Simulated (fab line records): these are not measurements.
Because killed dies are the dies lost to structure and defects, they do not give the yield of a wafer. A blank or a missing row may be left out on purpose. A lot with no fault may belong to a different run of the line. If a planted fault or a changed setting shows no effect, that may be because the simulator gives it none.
Which of the tools did it? | flow nand_harc | 12 lots (36 wafers sampled), 1 step of a 1159-step route

## WHAT THE GAUGES SHOWED, per wafer
NHARC_P_M1_CD_MEAS_09 targets a cd of 130 nm.
lot  | measured     | on        | cd_nm (nm)
L076 | day 6 09:40  | cd_sem-03 | 130.4 130.3 130.1
L077 | day 6 14:21  | cd_sem-02 | 128.7 128.8 129.1
L079 | day 7 04:44  | cd_sem-02 | 128.7 129.4 129.7
L081 | day 7 14:01  | cd_sem-03 | 129.9 128.4 130.0
L083 | day 8 05:00  | cd_sem-02 | 130.3 129.9 130.4
L084 | day 8 14:23  | cd_sem-02 | 129.7 129.2 130.2
L087 | day 9 04:55  | cd_sem-01 | 130.2 129.4 129.7
L089 | day 10 02:40 | cd_sem-03 | 129.5 129.8 128.8
L090 | day 10 06:49 | cd_sem-03 | 129.2 129.4 129.2
L093 | day 10 12:19 | cd_sem-03 | 129.8 129.2 129.3
L095 | day 11 10:41 | cd_sem-02 | 129.7 130.2 130.5
L097 | day 11 16:34 | cd_sem-01 | 129.7 130.3 129.1

## EACH LOT AND THE TOOL THAT RAN IT (in order: tool; ch and the chambers of the sampled wafers; start)
The record holds no process step before these readings.

## THE ANSWER, worked out from the rows above alone
Rule: the usual values come from the lots themselves. Put in order of their means at a reading, lots are off if they are a third of the lots or fewer, leave a main group of 4 or more, and stand apart from it by a gap of 3 or more times the standard deviation of the main group's means; of several such gaps the widest counts. A main group whose means are all the same, to the digits that the tables above print for the reading, isn't used. Also off: a lot with no number at a reading for which 4 or more lots have one. The other lots that the step has rows for count as sound.
Across all readings shown, no lot is off: no conclusion can be drawn from this.

## WHAT THE SIMULATOR HAD INSERTED
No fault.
